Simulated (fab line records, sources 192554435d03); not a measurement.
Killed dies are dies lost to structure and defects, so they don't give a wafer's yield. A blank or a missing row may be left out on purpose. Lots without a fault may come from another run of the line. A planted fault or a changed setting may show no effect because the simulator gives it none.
fab line records | flow n5_finfet
record lots=9 wafers=27 last_day=18
route steps=1938 shown FIN_CUT@175 STI_FIN_REVEAL@191 BEOL_M4@1111 PASSIVATION@1936
lots that met no fault: from a run of the same line without faults
start_h: hours from the record's first day to the start of the lot's first wafer shown | wait_h: hours since the lot's step before | " the same as in the row above | L1.1+2: a row that stands for several wafers | - no value, or no start given | * or withheld: withheld | < > ~ a bound
route shown NAME@n: a module of which the file shows steps, and the number in the route of the first | usual: mean/standard deviation of fault-free wafers | same: alike in all rows | chamber/n: place in a boat | sites: the reading at each site | _std_site: their standard deviation | _edge_site: outer sites' mean less inner sites' | radius_mm: how far each site lies from the wafer's centre | mask NAME#n: copy n | behind: the tool/chamber that last shaped the wafer | hold: why the lot was held/for how many hours/how that ended | device: the transistor (n, p or np) that didn't switch | end of line: the same wafers' tests at the end of the route | a step without rows: its recipe alone | killed: dies lost to structure and defects at the first sort, not the wafer's yield | map: a wafer's dies, x killed, . not, _ none there
set.NAME: the setting as run; set.NAME@STEP: as run at that earlier step | model.NAME: the simulator's own value behind a step, which no gauge read
steps of the route over a sample of lots; a table a step, a row a wafer
services: from which hour (start_h, from the record's first day; less than 0 if before it) a tool's chamber was out of use, for how many hours, and why
## steps
# step N5_FIN_CUT_PRECLEAN_35
# recipe time_s=13.3 temp_c=45 pressure_torr=125 p_hf_torr=3 p_coreactant_torr=25 chemistry=vHF
# usual drypump_motor_current_A=5.9/0.47
# columns lot.wafer tool chamber start_h wait_h drypump_motor_current_A
L711.1 vapor_etch-01 0 34.93 0.0 6.2
L711.3 " 1 " " 5.9
L711.6 " 1 " " 5.9
L713.1 vapor_etch-01 0 46.88 0.0 6.2
L713.3 " 0 " " 6.2
L713.6 " 1 " " 5.9
L714.1 vapor_etch-02 0 52.34 0.0 6.3
L714.4 " 1 " " 5.0
L714.5 " 0 " " 6.4
L715.1 vapor_etch-02 1 57.46 0.0 5.0
L715.4 " 0 " " 6.4
L715.6 " 0 " " 6.4
L724.1 vapor_etch-01 0 111.73 0.0 6.2
L724.4 " 0 " " 6.2
L724.6 " 0 " " 6.2
L729.1 vapor_etch-02 1 147.88 0.1 5.0
L729.4 " 0 " " 6.4
L729.6 " 1 " " 5.0
L730.1 vapor_etch-02 0 148.31 0.0 6.4
L730.3 " 1 " " 5.0
L730.4 " 0 " " 6.4
L731.2 vapor_etch-01 0 155.89 0.6 6.2
L731.3 " 1 " " 5.9
L731.4 " 0 " " 6.2
L733.2 vapor_etch-02 0 166.69 0.0 6.3
L733.3 " 1 " " 5.0
L733.4 " 0 " " 6.3
# step N5_STI_FIN_REVEAL_STRIP_24
# recipe chemistry=N2/H2 time_s=90 power_w=100 temp_c=40 pressure_mtorr=100 rf_frequency_hz=6e+07 bias_power_w=3 n2_flow_sccm=300 h2_flow_sccm=300
# usual drypump_motor_current_A=5.7/0.48 oes_product_au=0.77/0.091 rf_vpp_V=45.4/0.88 showerhead_plenum_p_Torr=3.41/0.13 throttle_valve_pct=12.26/0.3
# columns lot.wafer tool chamber start_h wait_h drypump_motor_current_A oes_product_au rf_hours_counter_h rf_vpp_V showerhead_plenum_p_Torr throttle_valve_pct
L711.1 rie_diel-05 2 42.60 0.0 5.6 0.69 224 44.7 3.21 12.43
L711.3 " 3 " " 4.8 0.74 144 45.7 3.53 12.26
L711.6 " 0 " " 5.9 0.67 - 44.9 3.32 12.34
L713.1 rie_diel-02 1 53.12 0.0 6.6 0.86 46 44.6 3.57 11.86
L713.3 " 3 " " 5.8 0.70 192 46.3 3.36 12.29
L713.6 " 0 " " 6.4 0.77 - 46.3 3.38 11.99
L714.1 rie_diel-02 2 58.61 0.0 5.9 0.76 152 45.1 3.51 12.16
L714.4 " 0 " " 6.4 0.78 134 44.0 3.38 11.96
L714.5 " 1 " " 6.6 0.86 - 45.4 3.57 11.87
L715.1 rie_diel-02 1 64.14 0.0 6.6 0.86 49 46.3 3.57 11.87
L715.4 " 3 " " 5.8 0.69 195 45.1 3.36 12.32
L715.6 " 1 " " 6.6 0.86 - 45.3 3.57 11.87
L724.1 rie_diel-06 0 118.20 0.0 5.9 0.70 209 44.4 3.35 12.64
L724.4 " 1 " " 5.9 0.68 230 45.6 3.21 12.87
L724.6 " 2 " " 5.1 0.73 - 45.1 3.23 12.50
L729.1 rie_diel-06 1 154.08 0.0 5.9 0.67 244 44.1 3.20 12.90
L729.4 " 2 " " 5.1 0.72 174 43.9 3.23 12.55
L729.6 " 1 " " 5.9 0.67 - 45.7 3.20 12.91
L730.1 rie_diel-06 1 154.71 0.0 5.9 0.67 244 45.2 3.20 12.89
L730.3 " 2 " " 5.1 0.72 174 46.4 3.23 12.56
L730.4 " 3 " " 5.8 0.90 26 44.9 3.58 11.94
L731.2 rie_diel-02 0 163.08 0.0 6.4 0.74 168 45.1 3.36 12.06
L731.3 " 2 " " 5.9 0.72 187 45.8 3.49 12.26
L731.4 " 3 " " 5.8 0.67 - 44.9 3.34 12.39
L733.2 rie_diel-05 3 172.85 0.0 4.9 0.69 194 44.1 3.50 12.37
L733.3 " 2 " " 5.6 0.92 9 45.5 3.60 11.87
L733.4 " 1 " " 5.2 0.82 75 45.9 3.43 12.36
# step N5_STI_FIN_REVEAL_ETCH_34
# recipe chemistry=H2 mode=isotropic material=Si target=Si target_depth_a=9.7 temp_c=20 pressure_mtorr=4.5 icp_w=300 bias_w=0 h2_flow_sccm=7.5 he_flow_sccm=142.5
# usual drypump_motor_current_A=5.6/0.45 oes_product_au=1.007/0.017 throttle_valve_pct=25.82/0.25
# columns lot.wafer tool chamber start_h wait_h drypump_motor_current_A oes_product_au rf_hours_counter_h throttle_valve_pct
L711.1 rie_si-04 2 44.94 0.2 6.8 1.005 96 25.39
L711.3 " 3 " " 6.3 1.015 127 25.45
L711.6 " 3 " " 6.3 1.017 - 25.44
L713.1 rie_si-03 0 55.47 0.2 5.4 0.988 62 25.47
L713.3 " 3 " " 6.1 1.030 108 25.68
L713.6 " 0 " " 5.4 0.978 - 25.46
L714.1 rie_si-01 0 60.92 0.2 5.1 1.031 42 26.01
L714.4 " 3 " " 5.1 1.022 113 25.60
L714.5 " 0 " " 5.1 1.035 - 26.02
L715.1 rie_si-03 0 66.45 0.2 5.4 0.987 63 25.47
L715.4 " 1 " " 5.9 1.018 99 26.05
L715.6 " 3 " " 6.1 1.025 - 25.66
L724.1 rie_si-03 2 120.54 0.2 5.6 0.987 3 26.00
L724.4 " 3 " " 6.1 1.038 109 25.69
L724.6 " 1 " " 5.9 1.025 - 26.05
L729.1 rie_si-01 0 156.41 0.2 5.1 1.028 44 26.00
L729.4 " 2 " " 5.9 1.002 109 25.82
L729.6 " 0 " " 5.1 1.023 - 26.00
L730.1 rie_si-01 3 157.02 0.2 5.1 1.007 115 25.60
L730.3 " 2 " " 5.9 0.992 109 25.80
L730.4 " 0 " " 5.1 1.021 44 25.99
L731.2 rie_si-03 0 167.01 0.1 5.4 0.978 64 25.46
L731.3 " 3 " " 6.1 1.034 110 25.68
L731.4 " 1 " " 5.9 1.008 101 26.06
L733.2 rie_si-01 0 175.18 0.1 5.1 1.030 44 26.01
L733.3 " 2 " " 5.9 1.004 110 25.82
L733.4 " 3 " " 5.1 1.012 116 25.60
# step N5_STI_FIN_REVEAL_OXIDATION_33
# recipe chemistry=O2_PLASMA_REMOTE temp_c=150 time_s=20 pressure_mtorr=1000 source_power_w=2000 o2_flow_sccm=3000
# usual drypump_motor_current_A=5.49/0.17 heater_power_w=153/9.6
# columns lot.wafer tool chamber start_h wait_h drypump_motor_current_A heater_power_w rf_hours_counter_h
L711.1 plasma_asher-02 0 45.36 0.0 5.71 160 31
L711.3 " 1 " " 5.38 141 -
L711.6 " 1 " " 5.39 147 -
L713.1 plasma_asher-02 0 55.88 0.0 5.72 162 33
L713.3 " 0 " " 5.71 159 -
L713.6 " 1 " " 5.41 144 -
L714.1 plasma_asher-01 0 61.33 0.0 5.58 160 88
L714.4 " 1 " " 5.29 147 -
L714.5 " 0 " " 5.58 163 -
L715.1 plasma_asher-02 1 66.86 0.0 5.39 137 35
L715.4 " 1 " " 5.39 142 -
L715.6 " 0 " " 5.75 164 -
L724.1 plasma_asher-02 1 120.96 0.0 5.41 142 44
L724.4 " 0 " " 5.73 162 -
L724.6 " 0 " " 5.74 169 -
L729.1 plasma_asher-01 0 156.83 0.0 5.56 168 107
L729.4 " 0 " " 5.60 158 -
L729.6 " 0 " " 5.57 159 -
L730.1 plasma_asher-01 0 157.43 0.0 5.60 162 107
L730.3 " 0 " " 5.61 161 -
L730.4 " 1 " " 5.26 148 -
L731.2 plasma_asher-01 1 167.42 0.0 5.27 144 109
L731.3 " 0 " " 5.60 159 -
L731.4 " 1 " " 5.27 144 -
L733.2 plasma_asher-02 1 175.59 0.0 5.40 145 56
L733.3 " 0 " " 5.70 163 -
L733.4 " 1 " " 5.40 144 -
# step N5_STI_FIN_REVEAL_INSPECT_13
# recipe inspect_instrument=darkfield mode=post_clean
# usual raw_defect_count=12/4.7
# columns lot.wafer tool chamber start_h wait_h raw_defect_count
L711.1 defect_inspect-01 - 45.64 0.0 13
L711.3 " - " " 15
L711.6 " - " " 9
L713.1 defect_inspect-01 - 56.17 0.0 14
L713.3 " - " " 18
L713.6 " - " " 8
L714.1 defect_inspect-02 - 61.62 0.0 818
L714.4 " - " " 844
L714.5 " - " " 810
L715.1 defect_inspect-01 - 67.15 0.0 750
L715.4 " - " " 852
L715.6 " - " " 790
L724.1 defect_inspect-01 - 121.24 0.0 10
L724.4 " - " " 15
L724.6 " - " " 13
L729.1 defect_inspect-02 - 157.12 0.0 16
L729.4 " - " " 17
L729.6 " - " " 12
L730.1 defect_inspect-02 - 157.72 0.0 5
L730.3 " - " " 15
L730.4 " - " " 13
L731.2 defect_inspect-02 - 167.70 0.0 10
L731.3 " - " " 8
L731.4 " - " " 14
L733.2 defect_inspect-01 - 175.88 0.0 6
L733.3 " - " " 12
L733.4 " - " " 14
# step N5_BEOL_M4_RC_MEAS_101
# usual DIBL_N=35.9/1.4 DIBL_P=35.9/1.7 IOFF_N=0.155/0.023 IOFF_P=0.201/0.029 ION_N=672/8.8 ION_P=460/7 SS_N=71.6/0.48 SS_P=73.1/0.64 VT_N=250.0/3 VT_P=-251.6/3
# columns lot.wafer tool chamber start_h wait_h DIBL_N[mV/V] DIBL_P[mV/V] IOFF_N[nA/um] IOFF_P[nA/um] ION_N[uA/um] ION_P[uA/um] SS_N[mV/dec] SS_P[mV/dec] VT_N[mV] VT_P[mV]
L711.1 prober-02 0 172.95 0.0 34.9 33.6 0.130 0.184 652 452 71.9 72.2 256.1 -249.7
L711.3 " 0 " " 34.1 33.5 0.120 0.181 660 455 71.0 72.6 254.3 -250.7
L711.6 " 0 " " 35.3 35.0 0.145 0.213 664 463 71.7 72.7 251.9 -250.3
L715.1 prober-01 0 191.89 0.0 32.8 34.9 0.126 0.168 663 453 71.3 73.3 254.2 -257.0
L715.4 " 0 " " 35.5 37.1 0.165 0.200 671 456 71.5 73.6 250.1 -254.1
L715.6 " 0 " " 35.6 37.1 0.161 0.208 668 459 72.1 73.6 251.3 -250.2
L713.1 prober-02 0 194.31 0.0 36.2 35.5 0.143 0.188 669 458 71.7 72.4 251.5 -255.1
L713.3 " 0 " " 37.7 36.6 0.163 0.202 666 456 72.1 73.5 251.0 -252.9
L713.6 " 0 " " 35.9 35.5 0.145 0.190 674 462 71.3 72.6 250.1 -252.0
L714.1 prober-01 0 198.70 0.0 36.1 36.3 0.168 0.217 675 460 72.0 73.0 247.6 -250.3
L714.4 " 0 " " 36.0 36.4 0.163 0.207 676 458 71.1 73.4 250.3 -251.0
L714.5 " 0 " " 35.6 36.0 0.172 0.213 673 457 71.3 73.2 248.9 -250.2
L724.1 prober-01 0 252.05 0.0 36.9 36.8 0.183 0.244 684 467 72.1 74.0 246.3 -249.6
L724.4 " 0 " " 37.7 37.6 0.198 0.260 671 463 72.6 73.6 244.0 -246.0
L724.6 " 0 " " 36.5 35.2 0.170 0.227 670 461 72.4 73.7 248.2 -249.3
L730.1 prober-02 0 286.47 0.0 39.1 39.8 0.211 0.260 682 462 72.3 74.4 243.3 -250.6
L730.3 " 0 " " 38.5 39.4 0.195 0.250 685 464 72.4 73.7 248.6 -249.5
L730.4 " 0 " " 37.6 38.0 0.187 0.231 686 469 71.8 73.0 243.6 -249.3
L729.1 prober-01 0 286.94 0.0 36.6 37.5 0.168 0.213 682 461 72.3 73.8 248.7 -250.7
L729.4 " 0 " " 36.3 37.9 0.170 0.217 676 460 72.0 74.1 248.1 -251.7
L729.6 " 0 " " 35.4 36.6 0.149 0.199 668 461 72.8 73.7 250.8 -250.6
L731.2 prober-01 0 304.38 0.2 35.4 36.7 0.188 0.220 688 469 71.3 73.3 243.8 -248.9
L731.3 " 0 " " 36.3 38.7 0.205 0.250 680 465 71.7 73.7 244.3 -249.2
L731.4 " 0 " " 37.0 39.4 0.231 0.267 676 462 72.3 74.4 243.5 -249.4
L733.2 prober-02 0 311.64 0.2 35.6 34.0 0.141 0.186 649 448 71.7 72.6 255.4 -253.7
L733.3 " 0 " " 34.9 34.2 0.131 0.198 668 462 71.1 73.4 250.9 -251.9
L733.4 " 0 " " 33.5 32.8 0.113 0.168 654 454 71.0 72.6 256.9 -252.6
# step N5_PASSIVATION_PROBE_49
# usual defect_limited_yield=91.7/1.5 killed_at_M0_to_M3=30/8.6 killed_at_M4_up=12/4.5 killed_at_contacts=13/5.8 killed_at_front_end=38/11 killed_at_other=4/3 killed_dies=97/17 killed_open=63/12 killed_short=32/8.8 sort_bin_5_function=4.8/0.91 sort_bin_6_memory=3.1/0.68 sort_n_pass=1083/17 sort_yield_pct=91.7/1.5
# same gross_dies=1180 killed_at_back_side=0 sort_bin_4_leakage[%]=0 sort_bin_8_speed[%]=0
# columns lot.wafer tool chamber start_h wait_h defect_limited_yield[%] killed_at_M0_to_M3 killed_at_M4_up killed_at_contacts killed_at_front_end killed_at_other killed_dies killed_open killed_short sort_bin_5_function[%] sort_bin_6_memory[%] sort_n_pass sort_yield_pct[%]
L715.1 prober-01 - 298.25 0.0 81.5 26 6 6 176 4 218 53 26 11.7 4.2 962 81.5
L715.4 prober-01 - 298.40 0.2 80.8 25 10 11 176 4 226 55 29 12.7 3.6 954 80.8
L715.6 prober-01 - 298.50 0.3 81.4 27 7 8 169 9 220 50 26 11.9 3.2 960 81.4
L714.1 prober-02 - 305.99 0.2 83.0 36 9 23 131 2 201 80 40 10.5 4.0 979 83.0
L714.4 prober-02 - 306.14 0.3 83.1 20 10 12 156 2 200 42 34 10.8 3.1 980 83.1
L714.5 prober-02 - 306.19 0.4 79.2 22 14 7 198 5 246 59 39 12.5 4.9 934 79.2
# killed by level:class
L715.1 STI_FIN_REVEAL:unspecified=134 STI_FIN_REVEAL:geometric_particle:open=9 FIN_SAQP:geometric_particle:short=8 BEOL_M1:geometric_particle:open=8 FIN_SAQP:geometric_particle:open=7 DUMMY_GATE:geometric_particle:open=6 MOL_CONTACT_COAG:geometric_particle:open=4 BEOL_M0_SAQP:geometric_particle:open=4
L715.4 STI_FIN_REVEAL:unspecified=141 FIN_SAQP:geometric_particle:open=7 MOL_CONTACT_COAG:geometric_particle:open=7 BEOL_M1:geometric_particle:open=7 BEOL_M0_SAQP:geometric_particle:open=6 BEOL_M0_SAQP:geometric_particle:short=6 STI_FIN_REVEAL:geometric_particle:open=5 STARTING-WAFER:geometric_particle:short=5
L715.6 STI_FIN_REVEAL:unspecified=137 BEOL_M0_SAQP:geometric_particle:open=10 MOL_CONTACT_COAG:geometric_particle:open=8 GATE_CUT:geometric_particle:short=5 BEOL_M1:geometric_particle:open=5 BEOL_M0_SAQP:geometric_particle:short=5 BEOL_M8:geometric_particle:open=5 HKMG_FIN:area_etch=5
L714.1 STI_FIN_REVEAL:unspecified=80 FIN_SAQP:geometric_particle:short=22 MOL_CONTACT_COAG:geometric_particle:open=17 BEOL_M0_SAQP:geometric_particle:open=15 FIN_SAQP:geometric_particle:open=10 MOL_CONTACT_COAG:geometric_particle:short=6 BEOL_M1:geometric_particle:open=5 BEOL_M2:geometric_particle:open=5
L714.4 STI_FIN_REVEAL:unspecified=119 FIN_SAQP:geometric_particle:short=8 MOL_CONTACT_COAG:geometric_particle:open=8 FIN_SAQP:geometric_particle:open=5 BEOL_M0_SAQP:geometric_particle:short=5 BEOL_M3:geometric_particle:short=5 FIN_CUT:geometric_particle:short=4 MOL_CONTACT_COAG:geometric_particle:short=4
L714.5 STI_FIN_REVEAL:unspecified=143 FIN_SAQP:geometric_particle:short=18 FIN_SAQP:geometric_particle:open=8 BEOL_M0_SAQP:geometric_particle:short=7 BEOL_M0_SAQP:geometric_particle:open=6 BEOL_M3:geometric_particle:open=6 BEOL_M4:geometric_particle:open=6 SPACER0:geometric_particle:open=5
## services
# columns tool chamber start_h hours kind
vapor_etch-02 - 16.81 0.3 repair
rie_si-04 - 21.28 2.8 pm
rie_si-03 1 25.62 12.0 repair
rie_diel-02 0 37.94 4.1 repair
rie_diel-05 1 40.94 2.4 repair
rie_diel-06 3 40.94 4.9 repair
rie_si-01 3 46.02 3.3 repair
rie_diel-06 3 51.35 - clean
rie_diel-05 2 52.94 3.9 repair
rie_diel-06 0 52.95 4.0 repair
plasma_asher-02 - 70.22 0.7 repair
rie_diel-06 0 71.63 6.5 repair
rie_diel-02 - 77.79 0.1 repair
rie_diel-02 - 80.40 2.8 pm
rie_diel-05 3 85.44 2.8 repair
rie_si-01 0 97.66 6.8 repair
vapor_etch-02 1 97.99 1.4 repair
rie_diel-06 1 99.50 6.9 repair
rie_si-04 - 111.63 2.9 repair
rie_si-04 - 118.74 14.6 pm
rie_si-04 2 147.65 6.1 repair
rie_si-03 2 152.56 1.8 repair
plasma_asher-01 - 158.26 1.1 repair
vapor_etch-01 0 160.31 6.5 repair
## key
first_sign step=N5_STI_FIN_REVEAL_INSPECT_13 reading=raw_defect_count direction=up sigmas=99+ usual=12 struck=811
effect step=N5_PASSIVATION_PROBE_49 reading=killed_at_front_end direction=up sigmas=11 usual=38 struck=168
more_kills_born_at N5_STI_FIN_REVEAL_STRIP_24@rie_diel-02=754
met_at N5_STI_FIN_REVEAL_STRIP_24
struck_lots L714,L715
not_acting_at N5_FIN_CUT_PRECLEAN_35,N5_STI_FIN_REVEAL_ETCH_34,N5_STI_FIN_REVEAL_OXIDATION_33
onset_between 53.12 58.61
fault kind=chamber_particle_source tool=rie_diel-02 chamber=- onset_h=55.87 steps=N5_STI_FIN_REVEAL_STRIP_24 rate_per_visit_cm2=1.211 end_h=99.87
